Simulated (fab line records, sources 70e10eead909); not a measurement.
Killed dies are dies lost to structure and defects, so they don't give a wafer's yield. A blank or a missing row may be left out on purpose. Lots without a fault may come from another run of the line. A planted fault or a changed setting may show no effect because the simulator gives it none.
fab line records | flow nand_harc
record lots=6 wafers=18 last_day=23
route steps=1159 shown A_SLIT@799 A_SIN_REMOVE@804 A_WL_FILL@809 END@1159
lots that met no fault: from a run of the same line without faults
start_h: hours from the record's first day to the start of the lot's first wafer shown | wait_h: hours since the lot's step before | " the same as in the row above | L1.1+2: a row that stands for several wafers | - no value, or no start given | * or withheld: withheld | < > ~ a bound
route shown NAME@n: a module of which the file shows steps, and the number in the route of the first | usual: mean/standard deviation of fault-free wafers | same: alike in all rows | chamber/n: place in a boat | sites: the reading at each site | _std_site: their standard deviation | _edge_site: outer sites' mean less inner sites' | radius_mm: how far each site lies from the wafer's centre | mask NAME#n: copy n | behind: the tool/chamber that last shaped the wafer | hold: why the lot was held/for how many hours/how that ended | device: the transistor (n, p or np) that didn't switch | end of line: the same wafers' tests at the end of the route | a step without rows: its recipe alone | killed: dies lost to structure and defects at the first sort, not the wafer's yield | map: a wafer's dies, x killed, . not, _ none there
set.NAME: the setting as run; set.NAME@STEP: as run at that earlier step | model.NAME: the simulator's own value behind a step, which no gauge read
lots at some steps of the route; a table a step, a row a wafer
services: from which hour (start_h, from the record's first day; less than 0 if before it) a tool's chamber was out of use, for how many hours, and why
## steps
# step NHARC_A_SLIT_ETCH_29
# recipe target_depth_a=1000 overetch_a=100 time_s=55 ion_energy_ev=100 cf4_flow_sccm=80 o2_flow_sccm=20 ar_flow_sccm=0 rf_w=300 bias_w=100 chemistry=CF4/O2
# usual cf4_flow_sccm=80.01/0.25 drypump_motor_current_A=5.8/0.38 oes_f_703_au=1.000/0.0045 oes_product_au=1.002/0.011 rf_vpp_V=198.4/1.3 showerhead_plenum_p_Torr=1.36/0.052 throttle_valve_pct=13.397/0.0089
# columns lot.wafer tool chamber start_h wait_h cf4_flow_sccm drypump_motor_current_A oes_f_703_au oes_product_au rf_hours_counter_h rf_vpp_V showerhead_plenum_p_Torr throttle_valve_pct
L642.4 rie_diel-11 0 328.32 0.1 80.17 5.6 1.001 1.017 8 198.7 1.29 13.393
L642.6 " 1 " " 80.71 6.0 1.002 1.007 - 198.6 1.37 13.388
L642.5 " 2 " " 79.81 5.8 0.997 1.003 - 197.8 1.36 13.415
L644.4 rie_diel-11 0 340.85 0.1 80.23 5.6 0.994 1.009 10 198.4 1.29 13.398
L644.5 " 0 " " 80.13 5.6 0.991 1.014 - 197.5 1.29 13.390
L644.6 " 1 " " 80.07 6.0 0.992 1.006 - 199.8 1.37 13.406
L646.1 rie_diel-08 3 352.99 0.1 79.87 6.4 0.999 0.990 4 199.4 1.40 13.396
L646.2 " 0 " " 80.05 5.7 1.008 0.995 4 199.9 1.41 13.412
L646.5 " 3 " " 79.99 6.4 1.000 0.992 - 198.1 1.40 13.388
L657.1 rie_diel-07 0 421.92 0.1 79.87 5.2 1.007 1.016 1 194.8 1.26 13.391
L657.3 " 1 " " 80.38 5.5 0.995 1.000 1 199.8 1.42 13.397
L657.2 " 3 " " 80.19 6.5 1.001 0.994 0 199.7 1.41 13.402
L660.6 rie_diel-11 3 430.31 0.1 80.20 5.8 1.002 0.999 - 199.5 1.38 13.394
L660.5 " 0 " " 80.19 5.5 1.000 0.995 - 197.5 1.29 13.416
L660.4 " 2 " " 80.10 5.8 1.003 0.998 - 197.9 1.35 13.417
L659.3 rie_diel-08 2 431.50 0.1 80.07 5.4 1.013 1.013 9 197.5 1.39 13.392
L659.2 " 3 " " 80.23 6.4 1.000 1.009 9 198.8 1.40 13.395
L659.1 " 0 " " 80.13 5.7 1.005 1.007 9 198.9 1.41 13.408
# step NHARC_A_SLIT_STRIP_18
# recipe o2_flow_sccm=500 ar_flow_sccm=0 bias_w=0 chemistry=O2
# usual drypump_motor_current_A=5.8/0.4 oes_product_au=1.002/0.011 rf_vpp_V=58.0/0.84 showerhead_plenum_p_Torr=3.61/0.13 throttle_valve_pct=17.036/0.0089
# columns lot.wafer tool chamber start_h wait_h drypump_motor_current_A oes_product_au rf_hours_counter_h rf_vpp_V showerhead_plenum_p_Torr throttle_valve_pct
L642.4 rie_diel-11 0 - - 5.6 1.010 8 57.3 3.42 17.037
L642.6 " 3 " " 5.8 0.992 - 58.4 3.64 17.047
L642.5 " 0 " " 5.6 1.007 - 57.6 3.42 17.035
L644.4 rie_diel-11 2 - - 5.9 1.000 10 58.7 3.58 17.041
L644.5 " 3 " " 5.8 0.999 - 58.5 3.64 17.028
L644.6 " 0 " " 5.6 1.004 - 58.3 3.41 17.045
L646.2 rie_diel-08 0 - - 5.7 1.011 4 57.9 3.73 17.033
L646.1 " 2 " " 5.5 1.007 4 57.0 3.67 17.039
L646.5 " 3 " " 6.4 0.996 - 58.2 3.69 17.053
L657.3 rie_diel-07 1 - - 5.6 1.014 1 57.6 3.74 17.025
L657.1 " 2 " " 5.0 1.014 0 59.3 3.75 17.027
L657.2 " 3 " " 6.5 1.004 0 58.8 3.72 17.041
L660.5 rie_diel-11 3 - - 5.7 0.999 - 57.6 3.63 17.028
L660.6 " 0 " " 5.6 1.009 - 57.2 3.41 17.042
L660.4 " 2 " " 5.9 1.014 - 57.3 3.58 17.026
L659.2 rie_diel-08 1 - - 6.1 0.999 9 58.0 3.40 17.042
L659.1 " 2 " " 5.5 1.017 9 58.5 3.67 17.050
L659.3 " 3 " " 6.5 1.001 9 57.5 3.68 17.035
# step NHARC_A_SLIT_PRECLEAN_19
# recipe time_s=* temp_c=50 bath_age_min=0 chemistry=SC1
# step NHARC_A_SLIT_SRD_20
# step NHARC_A_SLIT_CD_MEAS_21
# usual cd_nm=290.0/1.2
# columns lot.wafer tool chamber start_h wait_h cd_nm
L642.4 cd_sem-01 - 328.86 - 288.7
L642.5 " - " " 290.0
L642.6 " - " " 289.1
L644.4 cd_sem-03 - 341.39 - 289.6
L644.5 " - " " 290.2
L644.6 " - " " 288.8
L646.1 cd_sem-03 - 353.52 - 289.0
L646.2 " - " " 290.7
L646.5 " - " " 289.6
L657.1 cd_sem-01 - 422.46 - 289.0
L657.2 " - " " 289.3
L657.3 " - " " 288.6
L660.4 cd_sem-02 - 430.89 - 291.6
L660.5 " - " " 290.6
L660.6 " - " " 292.2
L659.1 cd_sem-01 - 432.03 - 288.8
L659.2 " - " " 291.0
L659.3 " - " " 291.1
# step NHARC_A_SIN_REMOVE_WET_00
# recipe temp_c=160 time_s=15300 chemistry=H3PO4
# step NHARC_A_SIN_REMOVE_PRECLEAN_01
# recipe time_s=* temp_c=50 bath_age_min=0 chemistry=SC1
# step NHARC_A_SIN_REMOVE_SRD_02
# step NHARC_A_SIN_REMOVE_INSPECT_04
# usual raw_defect_count=342/90
# columns lot.wafer tool chamber start_h wait_h raw_defect_count
L642.4 defect_inspect-01 - 336.57 0.0 289
L642.5 " - " " 326
L642.6 " - " " 269
L644.4 defect_inspect-01 - 347.42 0.0 297
L644.5 " - " " 320
L644.6 " - " " 390
L646.1 defect_inspect-02 - 361.23 0.0 354
L646.2 " - " " 384
L646.5 " - " " 257
L657.1 defect_inspect-01 - 430.17 0.0 315
L657.2 " - " " 364
L657.3 " - " " 490
L659.1 defect_inspect-02 - 438.60 0.0 334
L659.2 " - " " 658
L659.3 " - " " 595
L660.4 defect_inspect-01 - 438.61 0.0 431
L660.5 " - " " 349
L660.6 " - " " 285
# step NHARC_A_WL_FILL_ALD_00
# recipe target_thk_a=30 pulse_time_s=3 ald_cycles=30 temp_c=300 material=Al2O3
# usual ald_cycles=30/0 heater_power_outer_w=281/40 heater_power_w=501/61 precursor_pulse_height_rel=0.999/0.02
# columns lot.wafer tool chamber start_h wait_h ald_cycles heater_power_outer_w heater_power_w precursor_pulse_height_rel
L642.4 ald_hk-03 3 336.71 0.1 30 381 636 0.996
L642.6 " 0 " " 30 262 442 0.982
L642.5 " 1 " " 30 283 494 0.997
L644.4 ald_hk-02 1 347.54 0.1 30 287 491 0.973
L644.6 " 3 " " 30 228 400 0.992
L644.5 " 0 " " 30 317 579 0.988
L646.2 ald_hk-01 2 361.95 0.7 30 298 546 0.957
L646.1 " 0 " " 30 261 472 0.989
L646.5 " 3 " " 30 303 540 1.018
L657.3 ald_hk-03 2 432.11 1.9 30 238 445 1.013
L657.2 " 3 " " 30 369 651 0.998
L657.1 " 0 " " 30 261 450 1.008
L659.2 ald_hk-03 1 438.66 0.1 30 284 501 1.004
L659.1 " 2 " " 30 240 439 1.023
L659.3 " 3 " " 30 380 643 0.977
L660.4 ald_hk-02 2 438.73 0.1 30 223 432 0.985
L660.5 " 0 " " 30 328 563 1.008
L660.6 " 1 " " 30 298 494 0.963
# step NHARC_A_WL_FILL_RTA_01
# recipe temp_c=1000 time_s=5
# usual lamp_power_pct=29/6 lamp_zone_7_pct=30/6.1 wafer_temp_C_max=1004.2/0.98
# columns lot.wafer tool chamber start_h wait_h lamp_power_pct lamp_zone_7_pct wafer_temp_C_max
L642.4 rtp_anneal-02 0 336.98 - 25 25 1003.3
L642.5 " 0 " " 25 25 1003.2
L642.6 " 0 " " 25 25 1003.9
L644.4 rtp_anneal-02 0 347.83 - 25 25 1004.8
L644.5 " 0 " " 25 25 1004.7
L644.6 " 0 " " 25 25 1004.8
L646.1 rtp_anneal-02 0 362.22 - 25 25 1003.2
L646.2 " 0 " " 25 25 1003.6
L646.5 " 0 " " 25 25 1003.7
L657.1 rtp_anneal-01 0 432.37 - 37 38 1004.8
L657.2 " 0 " " 37 38 1004.9
L657.3 " 0 " " 37 38 1005.8
L659.1 rtp_anneal-01 0 439.17 - 37 38 1004.4
L659.2 " 0 " " 37 38 1005.6
L659.3 " 0 " " 37 38 1002.7
L660.4 rtp_anneal-02 0 439.36 - 25 25 1005.0
L660.5 " 0 " " 25 25 1003.8
L660.6 " 0 " " 25 25 1004.3
# step NHARC_A_WL_FILL_ALD_02
# recipe target_thk_a=20 pulse_time_s=3 ald_cycles=100 temp_c=450 material=TiN
# usual ald_cycles=100/0 heater_power_outer_w=690/73 heater_power_w=1086/120 precursor_pulse_height_rel=1.002/0.022
# columns lot.wafer tool chamber start_h wait_h ald_cycles heater_power_outer_w heater_power_w precursor_pulse_height_rel
L642.4 ald_metal-02 2 337.22 0.2 100 725 1061 1.024
L642.6 " 3 " " 100 682 1176 1.002
L642.5 " 0 " " 100 702 1136 0.991
L644.4 ald_metal-03 0 348.11 0.3 100 754 1099 0.984
L644.5 " 2 " " 100 579 840 1.038
L644.6 " 3 " " 100 835 1254 1.026
L646.2 ald_metal-04 1 362.47 0.2 100 598 1021 1.032
L646.1 " 2 " " 100 611 1039 1.026
L646.5 " 0 " " 100 681 1020 0.998
L657.3 ald_metal-03 0 432.61 0.2 49 739 1095 0.963
L657.1 " 1 " " 100 666 1080 1.008
L657.2 " 2 " " 100 597 829 1.008
L659.3 ald_metal-02 1 439.38 0.1 100 681 1105 0.985
L659.1 " 2 " " 100 724 1082 1.019
L659.2 " 3 " " 100 711 1255 0.983
L660.4 ald_metal-03 3 439.49 0.1 100 803 1236 0.974
L660.5 " 3 " " 100 843 1296 1.010
L660.6 " 0 " " 49 721 1122 1.008
# step NHARC_END_SORT_01
# recipe temp_c=25
# usual killed_at_array=28/11 killed_at_other=0.5/0.87 killed_at_periphery=2.9/2.2 killed_dies=32/11 killed_open=3.2/1.9 killed_short=1.8/1.4
# same gross_dies=677
# columns lot.wafer tool chamber start_h wait_h killed_at_array killed_at_other killed_at_periphery killed_dies killed_open killed_short
L657.3 prober-02 0 544.63 3.1 672 1 4 677 2 2
L660.6 prober-01 0 554.78 4.0 674 0 3 677 3 1
# killed by level:class
L657.3 A_WL_FILL:area_ald=639 A_CHANNEL_HOLE_D1:chamber_film_flake=16 A_SLIT:chamber_film_flake=11 P_GATE:chamber_film_flake=2 A_CONTACT:chamber_film_flake=2 P_CONTACT:geometric_particle:open=1 P_CONTACT:geometric_particle:short=1 A_WL_FILL:geometric_particle:short=1
L660.6 A_WL_FILL:area_ald=629 A_CHANNEL_HOLE_D1:chamber_film_flake=18 A_SLIT:chamber_film_flake=18 A_CONTACT:chamber_film_flake=3 A_ONON_D1:geometric_particle:open=2 A_STAIRCASE:chamber_film_flake=2 P_GATE:geometric_particle:open=1 A_WL_FILL:geometric_particle:short=1
# map L657.3 (x killed, . not)
____________x____________
_________xxxxxxx_________
_______xxxxxxxxxxx_______
______xxxxxxxxxxxxx______
_____xxxxxxxxxxxxxxx_____
____xxxxxxxxxxxxxxxxx____
____xxxxxxxxxxxxxxxxx____
___xxxxxxxxxxxxxxxxxxx___
___xxxxxxxxxxxxxxxxxxx___
__xxxxxxxxxxxxxxxxxxxxx__
__xxxxxxxxxxxxxxxxxxxxx__
_xxxxxxxxxxxxxxxxxxxxxxx_
_xxxxxxxxxxxxxxxxxxxxxxx_
_xxxxxxxxxxxxxxxxxxxxxxx_
_xxxxxxxxxxxxxxxxxxxxxxx_
_xxxxxxxxxxxxxxxxxxxxxxx_
xxxxxxxxxxxxxxxxxxxxxxxxx
xxxxxxxxxxxxxxxxxxxxxxxxx
xxxxxxxxxxxxxxxxxxxxxxxxx
xxxxxxxxxxxxxxxxxxxxxxxxx
xxxxxxxxxxxxxxxxxxxxxxxxx
_xxxxxxxxxxxxxxxxxxxxxxx_
_xxxxxxxxxxxxxxxxxxxxxxx_
_xxxxxxxxxxxxxxxxxxxxxxx_
_xxxxxxxxxxxxxxxxxxxxxxx_
_xxxxxxxxxxxxxxxxxxxxxxx_
__xxxxxxxxxxxxxxxxxxxxx__
__xxxxxxxxxxxxxxxxxxxxx__
___xxxxxxxxxxxxxxxxxxx___
___xxxxxxxxxxxxxxxxxxx___
____xxxxxxxxxxxxxxxxx____
____xxxxxxxxxxxxxxxxx____
_____xxxxxxxxxxxxxxx_____
______xxxxxxxxxxxxx______
_______xxxxxxxxxxx_______
_________xxxxxxx_________
____________x____________
# map L660.6 (x killed, . not)
____________x____________
_________xxxxxxx_________
_______xxxxxxxxxxx_______
______xxxxxxxxxxxxx______
_____xxxxxxxxxxxxxxx_____
____xxxxxxxxxxxxxxxxx____
____xxxxxxxxxxxxxxxxx____
___xxxxxxxxxxxxxxxxxxx___
___xxxxxxxxxxxxxxxxxxx___
__xxxxxxxxxxxxxxxxxxxxx__
__xxxxxxxxxxxxxxxxxxxxx__
_xxxxxxxxxxxxxxxxxxxxxxx_
_xxxxxxxxxxxxxxxxxxxxxxx_
_xxxxxxxxxxxxxxxxxxxxxxx_
_xxxxxxxxxxxxxxxxxxxxxxx_
_xxxxxxxxxxxxxxxxxxxxxxx_
xxxxxxxxxxxxxxxxxxxxxxxxx
xxxxxxxxxxxxxxxxxxxxxxxxx
xxxxxxxxxxxxxxxxxxxxxxxxx
xxxxxxxxxxxxxxxxxxxxxxxxx
xxxxxxxxxxxxxxxxxxxxxxxxx
_xxxxxxxxxxxxxxxxxxxxxxx_
_xxxxxxxxxxxxxxxxxxxxxxx_
_xxxxxxxxxxxxxxxxxxxxxxx_
_xxxxxxxxxxxxxxxxxxxxxxx_
_xxxxxxxxxxxxxxxxxxxxxxx_
__xxxxxxxxxxxxxxxxxxxxx__
__xxxxxxxxxxxxxxxxxxxxx__
___xxxxxxxxxxxxxxxxxxx___
___xxxxxxxxxxxxxxxxxxx___
____xxxxxxxxxxxxxxxxx____
____xxxxxxxxxxxxxxxxx____
_____xxxxxxxxxxxxxxx_____
______xxxxxxxxxxxxx______
_______xxxxxxxxxxx_______
_________xxxxxxx_________
____________x____________
## services
# columns tool chamber start_h hours kind
ald_metal-03 3 308.04 4.9 repair
rie_diel-11 0 321.06 - clean
rie_diel-11 1 321.06 - clean
rie_diel-11 2 321.06 - clean
rie_diel-11 3 321.06 - clean
ald_metal-03 - 322.00 10.0 pm
ald_metal-02 0 326.16 5.4 repair
ald_metal-04 2 333.70 1.9 repair
rie_diel-07 0 337.77 2.5 repair
ald_metal-03 1 340.35 26.9 repair
rie_diel-11 0 345.56 - clean
rie_diel-11 1 345.56 - clean
rie_diel-11 2 345.56 - clean
rie_diel-11 3 345.56 - clean
ald_metal-02 - 364.00 10.0 pm
rie_diel-11 - 366.56 9.0 pm
rie_diel-11 0 366.56 9.0 vent_cycle
ald_metal-04 2 369.80 5.4 repair
ald_metal-03 0 402.98 4.0 repair
rie_diel-07 - 405.33 9.0 pm
ald_metal-04 - 406.00 10.0 pm
ald_hk-02 - 409.54 2.5 repair
ald_metal-02 0 413.39 7.1 repair
rie_diel-11 1 426.77 4.2 repair
## key
first_sign step=NHARC_A_WL_FILL_ALD_02 reading=ald_cycles direction=down sigmas=99+ usual=100 struck=49
effect step=NHARC_END_SORT_01 reading=killed_dies direction=up sigmas=59 usual=32 struck=677
more_kills_born_at NHARC_A_WL_FILL_ALD_02@ald_metal-03=1268
met_at NHARC_A_WL_FILL_ALD_02
struck_wafers L657.3,L660.6
later_rows_left_out L657.3,L660.6
tester_left_out L657,L660
onset_between 348.11 432.61
fault kind=process_parameter_drift tool=ald_metal-03 chamber=0 onset_h=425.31 steps=NHARC_A_WL_FILL_ALD_02 channel=ald_cycles offset=-51 shape=step end_h=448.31 acts_in=these_recipes_only stated=100
# tester_left_out: of these lots the tester's yield and bins aren't shown, on N5 and GAA mostly nor the transistor test; their killed dies are dies lost to structure and defects alone, not to doping, threshold or leakage, so they don't give the yield
# later_rows_left_out: the simulator's readings of these wafers behind a module that went badly wrong aren't trusted and aren't shown, but for the sort
